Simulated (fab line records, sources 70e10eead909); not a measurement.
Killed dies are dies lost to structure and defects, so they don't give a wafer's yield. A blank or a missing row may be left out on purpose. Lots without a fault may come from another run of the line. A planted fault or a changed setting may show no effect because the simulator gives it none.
Which tool did it? | flow nand_harc | 6 lots, 18 wafers sampled, at 1 step of a route of 1302

WHAT THE GAUGES READ, wafer by wafer
NHARC_A_CONTACT_CD_MEAS_42: target cd 300 nm.
lot  | measured     | on        | cd_nm (nm)
L964 | day 22 08:49 | cd_sem-02 | 299.2 298.8 300.4
L971 | day 24 22:07 | cd_sem-01 | 298.2 299.0 299.4
L974 | day 26 04:28 | cd_sem-02 | 300.7 300.0 299.3
L976 | day 27 03:25 | cd_sem-02 | 300.2 300.8 300.3
L981 | day 29 09:19 | cd_sem-01 | 299.4 299.3 300.3
L985 | day 30 20:25 | cd_sem-03 | 300.5 300.1 300.4

WHICH TOOL RAN EACH LOT (tool, then ch and the chambers of the sampled wafers, then the start)
The record holds no process step before these readings.

THE ANSWER, worked out from the rows above alone
Rule: what is usual is taken from the lots themselves. Put in order of their means at a reading, lots are off if they are a third of the lots or fewer, leave a main group of 4 or more, and stand apart from it by a gap of 3 or more times the standard deviation of the main group's means; of several such gaps the widest counts. A main group whose means are all the same, to the digits that the tables above print for the reading, isn't used. A lot without any number at a reading at which 4 lots or more have one is off too. The other lots that the step has rows for count as sound.
No lot is off at any reading shown: from this, nothing can be told.

WHAT THE SIMULATOR HAD PUT IN
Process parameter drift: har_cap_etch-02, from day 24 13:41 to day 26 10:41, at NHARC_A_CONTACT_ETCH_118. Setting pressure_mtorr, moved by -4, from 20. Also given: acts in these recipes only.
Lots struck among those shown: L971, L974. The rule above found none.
